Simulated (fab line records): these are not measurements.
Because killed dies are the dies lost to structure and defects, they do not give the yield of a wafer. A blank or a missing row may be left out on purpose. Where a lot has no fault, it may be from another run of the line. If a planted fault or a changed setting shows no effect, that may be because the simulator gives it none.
Matching of chambers	flow nand-harc	rie-si-03 running NHARC_A_CHANNEL_FILL_D1_ETCHBACK_19: 4 sister chambers
The step etches the open film in HBr/Cl2, target depth 5 nm, time 1.7 s. 8 wafers are shown with their chamber, then 7 later ones without.

WAFERS PAIRED WITH THEIR CHAMBERS
wafer	chamber	drypump-motor-current-A (A)	oes-product-au (a.u.)
L730.5	2	5.8	1.002
L732.1	3	6.5	1.009
L732.6	2	5.8	0.991
L737.1	0	6.0	0.984
L737.2	1	6.5	0.993
L737.3	3	6.4	0.996
L739.3	0	6.1	0.986
L739.5	1	6.5	0.999

WAFERS MISSING THEIR CHAMBER
wafer	drypump-motor-current-A (A)	oes-product-au (a.u.)
L739.6	6.1	0.981
L746.1	6.1	1.003
L746.4	5.8	0.995
L746.5	6.5	0.976
L749.3	5.8	0.999
L749.5	6.5	0.990
L749.6	6.0	0.992

WHICH CHAMBER EACH ONE RAN IN
wafer	from the rows above	in truth
L739.6	0	0
L746.1	0	0
L746.4	2	2
L746.5	can't be placed: 1 or 3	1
L749.3	2	2
L749.5	can't be placed: 1 or 3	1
L749.6	0	0
5 of 7 placed correctly. From these rows, 2 cannot be placed; in 2 the true chamber is one of the candidates. 0 placed wrongly.
How it was worked out, from the rows above alone: a wafer's distance from a chamber is the root of the sum, over the readings, of the square of ((its reading less the chamber's mean) divided by the reading's scatter). If the next closest chamber is less than 2 further off than the closest, the wafer can't be placed; otherwise it belongs to the closest. The mean given for a chamber averages the wafers shown for that chamber. The scatter is the square root of a quotient: the sum, over the shown wafers, of each reading's squared deviation from its chamber's mean, divided by wafers minus chambers.
